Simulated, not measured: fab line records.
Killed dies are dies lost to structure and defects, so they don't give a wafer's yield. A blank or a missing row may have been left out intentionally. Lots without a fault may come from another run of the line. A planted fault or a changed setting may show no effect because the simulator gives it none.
Chamber matching	flow n5Finfet	4 sister chambers for N5_BEOL_M1_ALD_98 on aldSin-02
The step deposits SiO2, target thk 2.5 nm, pulse time 1 s, co reactant pulse time 1 s. 4 wafers are shown with their chamber, then 10 later ones without.

## WAFERS, EACH WITH ITS CHAMBER
wafer	chamber	heaterPowerW (W)
L088.4	2	68
L088.6	0	72
L089.1	1	66
L089.2	3	74

## WAFERS WITHOUT THEIR CHAMBER
wafer	heaterPowerW (W)
L089.3	74
L090.1	74
L090.2	68
L090.3	68
L091.1	74
L091.5	68
L091.6	74
L094.1	67
L094.2	76
L094.4	76

## EACH ONE'S CHAMBER
wafer	from the rows above	in truth
L089.3	3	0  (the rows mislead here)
L090.1	3	3
L090.2	2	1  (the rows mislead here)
L090.3	2	2
L091.1	3	3
L091.5	2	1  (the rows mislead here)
L091.6	3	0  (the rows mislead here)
L094.1	can't be placed: 1 or 2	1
L094.2	3	3
L094.4	3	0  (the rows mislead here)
Correct placement for 4 of the 10. Can't be placed from these rows: 1 (the true chamber is among the candidates in 1). Number placed wrongly: 5.
How it was worked out, from the rows above alone: a wafer's distance from a chamber is the root of the sum, over the readings, of the square of ((its reading less the chamber's mean) divided by the reading's scatter). The wafer belongs to the nearest chamber; if the next one is less than 2 further off, it can't be placed. A chamber's mean is the mean of its shown wafers. The scatter: with one shown wafer a chamber, the root of the mean of the squares of how far each hidden wafer lies from its nearest shown one.
